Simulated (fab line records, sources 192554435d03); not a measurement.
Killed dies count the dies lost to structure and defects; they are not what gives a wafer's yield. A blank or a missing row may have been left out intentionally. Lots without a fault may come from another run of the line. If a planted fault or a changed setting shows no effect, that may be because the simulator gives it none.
Chamber matching + flow n5-finfet + 4 sister chambers for N5_BEOL_M7_ETCH_65 on rie-diel-01
The step etches SiARC in CF4, target depth 15.6 nm, time 26 s. 8 wafers are shown with their chamber, then 7 later ones without.

EACH WAFER AND ITS CHAMBER
| wafer  | chamber | drypump-motor-current-A (A) | oes-product-au (a.u.) |
|--------|---------|-----------------------------|-----------------------|
| L079.1 | 0       | 5.2                         | 0.65                  |
| L080.1 | 0       | 5.2                         | 0.65                  |
| L081.6 | 2       | 6.0                         | 0.68                  |
| L088.1 | 3       | 5.9                         | 0.61                  |
| L088.3 | 1       | 4.8                         | 0.59                  |
| L088.4 | 2       | 6.0                         | 0.67                  |
| L090.1 | 3       | 5.9                         | 0.60                  |
| L090.3 | 1       | 4.9                         | 0.59                  |

WAFERS WHOSE CHAMBER IS MISSING
| wafer  | drypump-motor-current-A (A) | oes-product-au (a.u.) |
|--------|-----------------------------|-----------------------|
| L090.5 | 4.9                         | 0.59                  |
| L091.3 | 4.8                         | 0.59                  |
| L091.5 | 6.0                         | 0.66                  |
| L091.6 | 5.2                         | 0.65                  |
| L097.1 | 5.9                         | 0.60                  |
| L097.3 | 5.2                         | 0.63                  |
| L097.6 | 6.0                         | 0.65                  |

EACH ONE'S CHAMBER
| wafer  | from the rows above | in truth |
|--------|---------------------|----------|
| L090.5 | 1                   | 1        |
| L091.3 | 1                   | 1        |
| L091.5 | 2                   | 2        |
| L091.6 | 0                   | 0        |
| L097.1 | 3                   | 3        |
| L097.3 | 0                   | 0        |
| L097.6 | 2                   | 2        |
7 of 7 placed correctly. Can't be placed from these rows: 0. Placed wrongly: 0.
How it was worked out, from the rows above alone: a wafer's distance from a chamber is the root of the sum, over the readings, of the square of ((its reading less the chamber's mean) divided by the reading's scatter). If the next closest chamber is less than 2 further off than the closest, the wafer can't be placed; otherwise it belongs to the closest. Each chamber's mean is taken over the wafers shown for it. The scatter: take each reading less its chamber's mean, square it, sum over the shown wafers, divide by the number of wafers less the number of chambers, and take the root.
